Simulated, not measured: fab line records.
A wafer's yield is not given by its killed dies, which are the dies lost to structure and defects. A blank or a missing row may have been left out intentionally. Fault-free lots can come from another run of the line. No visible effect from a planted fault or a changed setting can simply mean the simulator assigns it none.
Matching of chambers | flow nand-harc | 4 sister chambers for NHARC_P_M1_STRIP_18 on rie-diel-07
The step strips in N2/H2. 20 wafers are shown with their chamber, then 10 later ones without.

## EACH WAFER AND ITS CHAMBER
wafer  | chamber | showerhead-plenum-p-Torr (Torr) | drypump-motor-current-A (A) | oes-product-au (a.u.)
L074.1 | 1       | 2.08                            | 5.8                         | 1.012
L074.2 | 0       | 2.02                            | 5.3                         | 1.000
L074.3 | 2       | 2.01                            | 5.1                         | 1.006
L077.1 | 3       | 2.14                            | 5.5                         | 0.986
L077.2 | 2       | 2.01                            | 5.0                         | 0.997
L077.3 | 0       | 2.02                            | 5.3                         | 0.994
L078.1 | 3       | 2.14                            | 5.5                         | 0.997
L078.4 | 2       | 2.01                            | 5.1                         | 1.006
L078.5 | 2       | 2.01                            | 5.1                         | 1.001
L079.4 | 2       | 2.01                            | 5.1                         | 1.012
L079.5 | 1       | 2.08                            | 5.8                         | 0.999
L079.6 | 2       | 2.01                            | 5.1                         | 0.994
L086.2 | 2       | 2.00                            | 5.1                         | 0.994
L086.3 | 0       | 2.02                            | 5.3                         | 0.994
L086.5 | 0       | 2.02                            | 5.3                         | 1.001
L087.2 | 1       | 2.08                            | 5.9                         | 0.993
L087.3 | 0       | 2.02                            | 5.3                         | 1.000
L087.4 | 2       | 2.00                            | 5.1                         | 0.995
L088.2 | 0       | 2.02                            | 5.3                         | 1.009
L088.3 | 3       | 2.14                            | 5.5                         | 0.996

SIGNATURES (means of the wafers above)
reading                  | chamber 0 | chamber 1 | chamber 2 | chamber 3 | scatter within a chamber
showerhead-plenum-p-Torr | 2.0200    | 2.0800    | 2.0075    | 2.1400    | 0.00306
drypump-motor-current-A  | 5.300     | 5.833     | 5.087     | 5.500     | 0.031
oes-product-au           | 0.99967   | 1.00133   | 1.00062   | 0.99300   | 0.00678
Rule: for each reading, subtract the chamber's mean from the wafer's reading, divide by that reading's scatter and square the result; add these up over the readings and take the root, which gives the wafer's distance from the chamber. If the next closest chamber is less than 2 further off than the closest, the wafer can't be placed; otherwise it belongs to the closest. The scatter is the square root of a quotient: the sum, over the shown wafers, of each reading's squared deviation from its chamber's mean, divided by wafers minus chambers.

## WAFERS MISSING THEIR CHAMBER
wafer  | showerhead-plenum-p-Torr (Torr) | drypump-motor-current-A (A) | oes-product-au (a.u.)
L088.6 | 2.08                            | 5.9                         | 1.005
L090.2 | 2.00                            | 5.1                         | 0.997
L090.3 | 2.02                            | 5.2                         | 0.999
L090.6 | 2.08                            | 5.8                         | 1.001
L093.1 | 2.08                            | 5.9                         | 0.992
L093.3 | 2.02                            | 5.3                         | 0.988
L093.5 | 2.00                            | 5.1                         | 1.012
L095.1 | 2.14                            | 5.5                         | 0.987
L095.4 | 2.00                            | 5.1                         | 1.007
L095.5 | 2.14                            | 5.5                         | 0.975

## THE CHAMBER EACH PASSED THROUGH
wafer  | from the rows above | in truth
L088.6 | 1                   | 1
L090.2 | 2                   | 2
L090.3 | 0                   | 0
L090.6 | 1                   | 1
L093.1 | 1                   | 1
L093.3 | 0                   | 0
L093.5 | 2                   | 2
L095.1 | 3                   | 3
L095.4 | 2                   | 2
L095.5 | 3                   | 3
Placed correctly: 10 of 10. Number that these rows cannot place: 0. Number placed wrongly: 0.
